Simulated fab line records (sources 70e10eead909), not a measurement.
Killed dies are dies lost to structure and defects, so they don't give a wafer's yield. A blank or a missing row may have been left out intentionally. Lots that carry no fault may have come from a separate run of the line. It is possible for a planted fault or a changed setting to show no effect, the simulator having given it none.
Comparing a struck lot with a sound one    flow nand_harc    25 out of 1159 route steps
Sound: wafers L274.2, L274.3, L274.6. Struck: wafers L284.1, L284.3, L284.6. The cause is given at the end.
For every step that has rows: the tool of each side, followed by ch and its chambers, followed by its first start. Under that, the readings that differ: sound wafers    struck wafers    difference of the means    sigmas: that difference in standard deviations of wafers without a fault.
alike: readings with means less than 2 such deviations apart, plus words and numbers identical on both sides. not compared: withheld readings, readings lacking a value on some wafer, bounds such as >300 that could conceal the same value, and numbers that have no deviation in the record and whose values overlap.
Wherever a step has rows on one side only, a row that says differs or no value, or a row with sigmas, the two part there. When numbers do not overlap yet have no deviation, they are printed without sigmas and do not part them. A reading missing from all wafers of one side parts the sides only when that side holds two or more wafers.

first, 5 steps without rows for these wafers: NHARC_P_GATE_PRECLEAN_71 (cleans in SC1); NHARC_P_GATE_SRD_72; NHARC_P_GATE_OXIDE_16 (material SiO2, target thk 3 nm, ox time 392 s); NHARC_P_GATE_CVD_17 (deposits poly-Si, target thk 150 nm, time 900 s); NHARC_P_GATE_HM_DEP_102 (deposits aC, target thk 120 nm).
NHARC_P_GATE_DEP_103: deposits SiON, target thk 30 nm.
  sound on pecvd-01 ch 1,2, day 5 16:30; struck on pecvd-01 ch 0, day 7 21:32
  alike: heater_power_w
then, 6 steps without rows for these wafers: NHARC_P_GATE_DEHYDRATE_18 (time 120 s); NHARC_P_GATE_HMDS_19 (time 30 s); NHARC_P_GATE_COAT_20 (resist thk 90 nm); NHARC_P_GATE_SOFTBAKE_21 (time 55 s); NHARC_P_GATE_EBR_22; NHARC_P_GATE_EXPOSE_23 (exposes mask P GATE, target cd 120 nm).
NHARC_P_GATE_PEB_24: peb time 65 s.
  sound on litho_track-06 ch 0, day 5 17:07; struck on litho_track-06 ch 0, day 7 22:11
  alike: exhaust_pa, resist_line_temp_C
then, 1 step without rows for these wafers: NHARC_P_GATE_DEVELOP_25 (develop time 35 s).
NHARC_P_GATE_CD_MEAS_26: target cd 120 nm.
  sound on cd_sem-01 ch 0, day 5 17:12; struck on cd_sem-01 ch 0, day 7 22:16
reading     sound              struck             difference  sigmas
cd_nm (nm)  119.8 120.1 118.9  106.5 107.1 107.5  -12.6       -21
NHARC_P_GATE_OVL_MEAS_27:
  struck on overlay-01, day 7 22:21; sound on overlay-02, day 5 17:17
  alike: overlay_x_nm, overlay_y_nm
NHARC_P_GATE_INSPECT_28:
  struck on defect_inspect-01, day 7 22:23; sound on defect_inspect-02, day 5 17:19
reading           sound  struck   difference  sigmas
raw_defect_count  1 8 7  18 13 9  +8          +2
NHARC_P_GATE_DESCUM_31: chemistry O2, time 3 s.
  sound on rie_diel-05 ch 2,3, day 5 17:23; struck on rie_diel-11 ch 0,1,2, day 7 22:33
reading                  sound              struck             difference  sigmas
model.P_GATE.cd_nm (nm)  119.9 119.8 119.2  106.2 106.8 106.9  -13.0       
  alike: drypump_motor_current_A, mfc_ar_sccm, oes_product_au, rf_vpp_V, showerhead_plenum_p_Torr, throttle_valve_pct
  not compared: rf_hours_counter_h
NHARC_P_GATE_ETCH_104: etches the open film in CF4/CHF3, target depth 60 nm.
  sound on rie_diel-05 ch 1,2,3, day 5 17:29; struck on rie_diel-11 ch 0,2, day 7 22:57
  alike: drypump_motor_current_A, mfc_ar_sccm, oes_product_au, rf_vpp_V, showerhead_plenum_p_Torr, throttle_valve_pct
NHARC_P_GATE_HM_OPEN_105: chemistry O2/COS, target depth 360 nm.
  sound: rie_diel-05 ch 2,3; struck: rie_diel-11 ch 1,2,3
  alike: drypump_motor_current_A, mfc_ar_sccm, oes_product_au, rf_vpp_V, showerhead_plenum_p_Torr, throttle_valve_pct
  not compared: rf_hours_counter_h
then, 1 step without rows for these wafers: NHARC_P_GATE_STRIP_106 (strips in O2/COS).
NHARC_P_GATE_ETCH_114: etches the open film in CF4/O2, target depth 30 nm, overetch 3 nm, time 16.5 s.
  sound: rie_diel-05 ch 1,2; struck: rie_diel-11 ch 2,3
reading                          sound           struck          difference  sigmas
showerhead_plenum_p_Torr (Torr)  1.38 1.42 1.42  1.26 1.34 1.26  -0.12       -2
  alike: drypump_motor_current_A, mfc_ar_sccm, oes_product_au, rf_vpp_V, throttle_valve_pct
  not compared: rf_hours_counter_h
NHARC_P_GATE_ETCH_32: etches the open film in HBr/Cl2, target depth 150 nm, time 100.1 s.
  sound on rie_si-02 ch 0,1, day 5 17:59; struck on rie_si-05 ch 0,2,3, day 7 23:44
reading                  sound          struck             difference  sigmas
model.P_GATE.cd_nm (nm)  121 121 120.1  105.7 105.2 106.6  -14.9       
  alike: drypump_motor_current_A, oes_product_au, throttle_valve_pct
  not compared: rf_hours_counter_h
NHARC_P_GATE_STRIP_108: strips in O2.
  sound on rie_diel-05 ch 1,2,3, day 5 18:18; struck on rie_diel-08 ch 2,3, day 7 23:56
  alike: drypump_motor_current_A, mfc_ar_sccm, oes_product_au, rf_vpp_V, showerhead_plenum_p_Torr, throttle_valve_pct
  not compared: rf_hours_counter_h
-- break in the record here, with 15 days between the starts of the struck wafers on either side (left off in module P_GATE, picked up again in module END, where the first step shown is number 1159 on the route) --
NHARC_END_SORT_01:
  only the struck wafers appear in the record here, on prober-02 ch 0 at day 22 22:16; the sound ones have no rows

== WHERE THEY PART ==
Last at NHARC_END_SORT_01 as far as this record goes, first at NHARC_P_GATE_CD_MEAS_26.

WHY: what had been put in by the simulator
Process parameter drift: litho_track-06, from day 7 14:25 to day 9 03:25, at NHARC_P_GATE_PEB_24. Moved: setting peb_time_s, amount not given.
